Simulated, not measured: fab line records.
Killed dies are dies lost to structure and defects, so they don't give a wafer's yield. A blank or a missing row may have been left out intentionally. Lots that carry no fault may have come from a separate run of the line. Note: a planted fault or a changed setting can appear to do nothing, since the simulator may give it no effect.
Which tool did it? | flow nand_harc | Sampling: 15 lots, 45 wafers, 4 of 1159 route steps

WHAT EACH GAUGE READ, for each wafer
NHARC_P_STI_OVL_MEAS_10. Usual: overlay_x_nm 0 nm, standard deviation 5.4; overlay_y_nm -1 nm, standard deviation 5.8.
lot  | measured    | on         | overlay_x_nm (nm) | overlay_y_nm (nm) | flag
L774 | day 2 10:55 | overlay-02 | -11 -12 -12       | 3 2 3             |
L775 | day 2 17:50 | overlay-02 | 2 2 2             | 4 4 3             |
L777 | day 3 02:04 | overlay-02 | -5 -4 -5          | 8 8 8             |
L778 | day 3 12:26 | overlay-01 | 3 3 3             | 0 1 0             |
L779 | day 3 16:50 | overlay-01 | 4 4 4             | -4 -3 -4          |
L780 | day 4 02:01 | overlay-01 | 5 5 6             | 7 7 7             |
L781 | day 4 02:10 | overlay-01 | -2 -3 -2          | -1 -1 0           |
L783 | day 4 17:50 | overlay-01 | 7 6 7             | -2 -2 -2          |
L784 | day 4 22:38 | overlay-02 | 3 2 2             | 2 2 2             |
L785 | day 5 05:05 | overlay-02 | -3 -2 -2          | 4 4 5             |
L796 | day 8 00:38 | overlay-01 | 1 1 0             | 6 6 6             |
L797 | day 8 05:13 | overlay-01 | -6 -7 -7          | -12 -11 -12       |

WHAT TOOL EACH LOT RAN ON (gives the tool, then ch and the chambers of the sampled wafers, and finally the start)
lot  | NHARC_P_ZERO_WELL_DESCUM_13       | NHARC_P_ZERO_WELL_PEB_22         | NHARC_P_ZERO_WELL_DESCUM_54
L774 | rie_diel-07 ch 0,1,3, day 1 13:16 | litho_track-05 ch 0, day 1 14:14 | rie_diel-07 ch 0,2,3, day 1 17:49
L775 | rie_diel-02 ch 1,2,3, day 1 19:24 | litho_track-03 ch 0, day 1 20:30 | rie_diel-07 ch 2,3, day 1 23:48
L777 | rie_diel-07 ch 0,3, day 2 07:23   | litho_track-05 ch 0, day 2 08:29 | rie_diel-12 ch 0,1,3, day 2 12:01
L778 | rie_diel-02 ch 1,2,3, day 2 13:19 | litho_track-05 ch 0, day 2 14:23 | rie_diel-02 ch 2,3, day 2 17:40
L779 | rie_diel-12 ch 1,3, day 2 19:16   | litho_track-07 ch 0, day 2 20:22 | rie_diel-12 ch 1,2, day 2 23:49
L780 | rie_diel-12 ch 0,1,2, day 3 01:25 | litho_track-07 ch 0, day 3 02:30 | rie_diel-02 ch 0,1,3, day 3 06:03
L781 | rie_diel-12 ch 1,2, day 3 07:26   | litho_track-07 ch 0, day 3 08:32 | rie_diel-12 ch 0,3, day 3 12:06
L783 | rie_diel-02 ch 0,2,3, day 3 19:25 | litho_track-07 ch 0, day 3 20:31 | rie_diel-02 ch 0,2,3, day 4 00:06
L784 | rie_diel-12 ch 0,2,3, day 4 01:17 | litho_track-07 ch 0, day 4 02:14 | rie_diel-02 ch 0,1,2, day 4 05:33
L785 | rie_diel-12 ch 1,2, day 4 07:23   | litho_track-07 ch 0, day 4 08:29 | rie_diel-12 ch 0,2,3, day 4 12:01
L786 | rie_diel-02 ch 0,1, day 4 13:25   | litho_track-03, day 4 14:31      | rie_diel-02 ch 0,1,2, day 4 17:59
L787 | rie_diel-12 ch 0,1,2, day 4 19:24 | litho_track-07, day 4 20:32      | rie_diel-07 ch 0,2,3, day 4 23:49
L788 | rie_diel-07 ch 0,2, day 5 01:24   | litho_track-05, day 5 02:31      | rie_diel-12 ch 2,3, day 5 05:57
L796 | rie_diel-07 ch 0,1,2, day 7 01:17 | litho_track-05 ch 0, day 7 02:22 | rie_diel-02 ch 0,2,3, day 7 05:49
L797 | rie_diel-12 ch 0,2, day 7 07:25   | litho_track-05 ch 0, day 7 08:31 | rie_diel-07 ch 0,1,2, day 7 12:04
- NHARC_P_ZERO_WELL_DESCUM_13: chemistry O2, time 3 s.
- NHARC_P_ZERO_WELL_PEB_22: peb time 85 s.
- NHARC_P_ZERO_WELL_DESCUM_54: chemistry O2, time 3 s.

AS READ BY THE TOOLS THEMSELVES (means over the sampled wafers that have a number; for cases with no such wafer, the mark the record gives instead)
NHARC_P_ZERO_WELL_DESCUM_13. Usual: drypump_motor_current_A 5.7 A, standard deviation 0.32; oes_product_au 0.995 a.u., standard deviation 0.0092; rf_vpp_V 58.0 V, standard deviation 0.84; showerhead_plenum_p_Torr 1.96 Torr, standard deviation 0.071; throttle_valve_pct 11.313 %, standard deviation 0.0094.
lot  | tool        | drypump_motor_current_A (A) | oes_product_au (a.u.) | rf_vpp_V (V) | showerhead_plenum_p_Torr (Torr) | throttle_valve_pct (%) | flag
L774 | rie_diel-07 | 5.5                         | 0.999                 | 58.0         | 1.94                            | 11.317                 |
L775 | rie_diel-02 | 5.7                         | 1.003                 | 57.8         | 1.95                            | 11.304                 |
L777 | rie_diel-07 | 5.5                         | 0.997                 | 58.1         | 1.86                            | 11.309                 |
L778 | rie_diel-02 | 5.7                         | 0.998                 | 58.5         | 1.95                            | 11.317                 |
L779 | rie_diel-12 | 6.0                         | 0.994                 | 58.1         | 1.91                            | 11.318                 |
L780 | rie_diel-12 | 5.5                         | 0.981                 | 58.5         | 1.99                            | 11.318                 |
L781 | rie_diel-12 | 5.6                         | 0.983                 | 58.2         | 2.04                            | 11.313                 |
L783 | rie_diel-02 | 5.9                         | 0.988                 | 58.1         | 1.97                            | 11.313                 |
L784 | rie_diel-12 | 5.9                         | 0.996                 | 58.1         | 1.94                            | 11.318                 |
L785 | rie_diel-12 | 5.6                         | 0.988                 | 59.1         | 2.04                            | 11.301                 |
L786 | rie_diel-02 | 5.8                         | 1.002                 | 58.2         | 1.97                            | 11.320                 |
L787 | rie_diel-12 | 5.5                         | 1.000                 | 58.2         | 1.99                            | 11.310                 |
L788 | rie_diel-07 | 5.7                         | 1.005                 | 57.4         | 1.98                            | 11.316                 |
L796 | rie_diel-07 | 5.5                         | 0.993                 | 58.1         | 2.02                            | 11.319                 |
L797 | rie_diel-12 | 5.7                         | 0.994                 | 58.9         | 2.00                            | 11.318                 |

NHARC_P_ZERO_WELL_PEB_22. Usual: chill_plate_temp_C 23.01 C, standard deviation 0.11; exhaust_pa 45.0 Pa, standard deviation 0.85.
lot  | tool           | chill_plate_temp_C (C) | exhaust_pa (Pa) | flag
L774 | litho_track-05 | 23.02                  | 44.2            |
L775 | litho_track-03 | 23.09                  | 44.7            |
L777 | litho_track-05 | 23.00                  | 45.4            |
L778 | litho_track-05 | 22.86                  | 45.1            |
L779 | litho_track-07 | 23.05                  | 44.2            |
L780 | litho_track-07 | 22.97                  | 44.5            |
L781 | litho_track-07 | 23.12                  | 44.9            |
L783 | litho_track-07 | 22.99                  | 44.6            |
L784 | litho_track-07 | 22.85                  | 44.6            |
L785 | litho_track-07 | 23.00                  | 45.0            |
L786 | litho_track-03 | -                      | -               | OFF
L787 | litho_track-07 | -                      | -               | OFF
L788 | litho_track-05 | -                      | -               | OFF
L796 | litho_track-05 | 23.10                  | 43.9            |
L797 | litho_track-05 | 23.00                  | 44.4            |

NHARC_P_ZERO_WELL_DESCUM_54. Usual: drypump_motor_current_A 5.7 A, standard deviation 0.35; oes_product_au 0.996 a.u., standard deviation 0.0089; rf_vpp_V 58.0 V, standard deviation 0.8; showerhead_plenum_p_Torr 1.97 Torr, standard deviation 0.078; throttle_valve_pct 11.312 %, standard deviation 0.0088.
lot  | tool        | drypump_motor_current_A (A) | oes_product_au (a.u.) | rf_vpp_V (V) | showerhead_plenum_p_Torr (Torr) | throttle_valve_pct (%) | flag
L774 | rie_diel-07 | 5.5                         | 0.994                 | 58.1         | 1.95                            | 11.314                 |
L775 | rie_diel-07 | 5.4                         | 0.994                 | 57.7         | 1.99                            | 11.328                 |
L777 | rie_diel-12 | 5.7                         | 0.998                 | 57.4         | 1.92                            | 11.315                 |
L778 | rie_diel-02 | 5.8                         | 0.988                 | 57.8         | 1.94                            | 11.313                 |
L779 | rie_diel-12 | 5.6                         | 0.981                 | 58.3         | 2.04                            | 11.305                 |
L780 | rie_diel-02 | 5.8                         | 1.000                 | 57.3         | 1.95                            | 11.315                 |
L781 | rie_diel-12 | 6.1                         | 0.997                 | 58.3         | 1.87                            | 11.310                 |
L783 | rie_diel-02 | 6.0                         | 0.986                 | 57.6         | 1.97                            | 11.314                 |
L784 | rie_diel-02 | 5.9                         | 0.998                 | 58.1         | 1.98                            | 11.312                 |
L785 | rie_diel-12 | 5.9                         | 0.996                 | 57.7         | 1.94                            | 11.314                 |
L786 | rie_diel-02 | 5.9                         | 0.998                 | 58.0         | 1.98                            | 11.311                 |
L787 | rie_diel-07 | 5.5                         | 0.996                 | 57.7         | 1.95                            | 11.312                 |
L788 | rie_diel-12 | 6.2                         | 1.004                 | 57.2         | 1.92                            | 11.311                 |
L796 | rie_diel-02 | 5.9                         | 0.997                 | 58.3         | 1.96                            | 11.307                 |
L797 | rie_diel-07 | 5.5                         | 1.000                 | 57.7         | 2.02                            | 11.304                 |

THE ANSWER, worked out from the rows above alone
Rule: take the mean of a lot's wafers that have a number; if it is more than 3 standard deviations from the usual mean, the lot is off. Also off: a lot with no number at a reading for which 4 or more lots have one. Any other lot the step has rows for is counted as sound. First the gauges in route order, then the tools' own readings, where a lot's mean is used as printed above. The first step at which some lot is off is used, and at that step the reading that is off furthest; a lot without a number counts as furthest.
Off: L786, L787, L788, at NHARC_P_ZERO_WELL_PEB_22 (chill_plate_temp_C). Without a number there: L786, L787, L788.
A tool fits if, at that step or a process step before it, it ran every lot that is off, and no sound lot after the first of them. Not one of the candidates tried fits.

WHAT THE SIMULATOR PUT IN
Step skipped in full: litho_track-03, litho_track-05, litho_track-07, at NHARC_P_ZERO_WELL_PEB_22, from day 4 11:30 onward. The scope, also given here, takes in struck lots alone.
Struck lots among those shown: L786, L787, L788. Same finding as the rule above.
